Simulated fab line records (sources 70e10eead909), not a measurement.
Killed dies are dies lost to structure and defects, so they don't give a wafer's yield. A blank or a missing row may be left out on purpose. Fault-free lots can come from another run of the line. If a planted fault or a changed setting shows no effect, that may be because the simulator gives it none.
Matching of chambers || flow nand-harc || 4 sister chambers for NHARC_P_M1_DESCUM_14 on rie-diel-13
The step chemistry O2, time 3 s. 14 wafers are shown with their chamber, then 7 later ones without.

WAFERS, EACH WITH ITS CHAMBER
{"wafer": "L078.2", "chamber": 3, "drypump-motor-current-A (A)": 6.5, "oes-product-au (a.u.)": 1.000, "rf-vpp-V (V)": 57.3}
{"wafer": "L078.3", "chamber": 2, "drypump-motor-current-A (A)": 6.3, "oes-product-au (a.u.)": 1.002, "rf-vpp-V (V)": 58.4}
{"wafer": "L078.6", "chamber": 1, "drypump-motor-current-A (A)": 5.6, "oes-product-au (a.u.)": 1.000, "rf-vpp-V (V)": 57.7}
{"wafer": "L080.2", "chamber": 0, "drypump-motor-current-A (A)": 6.1, "oes-product-au (a.u.)": 1.007, "rf-vpp-V (V)": 56.2}
{"wafer": "L080.4", "chamber": 1, "drypump-motor-current-A (A)": 5.6, "oes-product-au (a.u.)": 0.999, "rf-vpp-V (V)": 57.2}
{"wafer": "L080.5", "chamber": 1, "drypump-motor-current-A (A)": 5.7, "oes-product-au (a.u.)": 0.988, "rf-vpp-V (V)": 57.6}
{"wafer": "L081.1", "chamber": 0, "drypump-motor-current-A (A)": 6.0, "oes-product-au (a.u.)": 1.003, "rf-vpp-V (V)": 57.1}
{"wafer": "L081.4", "chamber": 3, "drypump-motor-current-A (A)": 6.6, "oes-product-au (a.u.)": 0.996, "rf-vpp-V (V)": 58.0}
{"wafer": "L081.6", "chamber": 0, "drypump-motor-current-A (A)": 6.1, "oes-product-au (a.u.)": 1.004, "rf-vpp-V (V)": 57.3}
{"wafer": "L082.2", "chamber": 1, "drypump-motor-current-A (A)": 5.6, "oes-product-au (a.u.)": 0.998, "rf-vpp-V (V)": 58.2}
{"wafer": "L082.3", "chamber": 2, "drypump-motor-current-A (A)": 6.4, "oes-product-au (a.u.)": 0.999, "rf-vpp-V (V)": 58.1}
{"wafer": "L082.4", "chamber": 0, "drypump-motor-current-A (A)": 6.1, "oes-product-au (a.u.)": 1.002, "rf-vpp-V (V)": 60.0}
{"wafer": "L083.1", "chamber": 0, "drypump-motor-current-A (A)": 6.0, "oes-product-au (a.u.)": 1.000, "rf-vpp-V (V)": 56.9}
{"wafer": "L083.2", "chamber": 3, "drypump-motor-current-A (A)": 6.5, "oes-product-au (a.u.)": 0.995, "rf-vpp-V (V)": 57.8}

SIGNATURES (averages over the wafers above)
{"reading": "drypump-motor-current-A", "chamber 0": 6.060, "chamber 1": 5.625, "chamber 2": 6.350, "chamber 3": 6.533, "scatter within a chamber": 0.0558}
{"reading": "oes-product-au", "chamber 0": 1.00320, "chamber 1": 0.99625, "chamber 2": 1.00050, "chamber 3": 0.99700, "scatter within a chamber": 0.00372}
{"reading": "rf-vpp-V", "chamber 0": 57.500, "chamber 1": 57.675, "chamber 2": 58.250, "chamber 3": 57.700, "scatter within a chamber": 0.965}
Rule: for each reading, subtract the chamber's mean from the wafer's reading, divide by that reading's scatter and square the result; add these up over the readings and take the root, which gives the wafer's distance from the chamber. The wafer belongs to the nearest chamber; if the next one is less than 2 further off, it can't be placed. The scatter is the square root of a quotient: the sum, over the shown wafers, of each reading's squared deviation from its chamber's mean, divided by wafers minus chambers.

WAFERS WHOSE CHAMBER IS MISSING
{"wafer": "L083.5", "drypump-motor-current-A (A)": 5.6, "oes-product-au (a.u.)": 0.997, "rf-vpp-V (V)": 57.7}
{"wafer": "L086.3", "drypump-motor-current-A (A)": 5.6, "oes-product-au (a.u.)": 0.995, "rf-vpp-V (V)": 58.4}
{"wafer": "L086.5", "drypump-motor-current-A (A)": 6.3, "oes-product-au (a.u.)": 1.006, "rf-vpp-V (V)": 56.9}
{"wafer": "L086.6", "drypump-motor-current-A (A)": 5.6, "oes-product-au (a.u.)": 1.007, "rf-vpp-V (V)": 57.7}
{"wafer": "L090.1", "drypump-motor-current-A (A)": 6.6, "oes-product-au (a.u.)": 1.000, "rf-vpp-V (V)": 57.2}
{"wafer": "L090.4", "drypump-motor-current-A (A)": 6.1, "oes-product-au (a.u.)": 1.018, "rf-vpp-V (V)": 56.4}
{"wafer": "L090.6", "drypump-motor-current-A (A)": 6.4, "oes-product-au (a.u.)": 1.010, "rf-vpp-V (V)": 57.9}

WHICH CHAMBER EACH ONE RAN IN
{"wafer": "L083.5", "from the rows above": 1, "in truth": 1}
{"wafer": "L086.3", "from the rows above": 1, "in truth": 1}
{"wafer": "L086.5", "from the rows above": 2, "in truth": 2}
{"wafer": "L086.6", "from the rows above": 1, "in truth": 1}
{"wafer": "L090.1", "from the rows above": 3, "in truth": 3}
{"wafer": "L090.4", "from the rows above": 0, "in truth": 0}
{"wafer": "L090.6", "from the rows above": "can't be placed: 2 or 3", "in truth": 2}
6 of 7 placed correctly. Unplaceable from these rows: 1, with the true chamber sitting among the candidates in 1. Wrongly placed: 0.
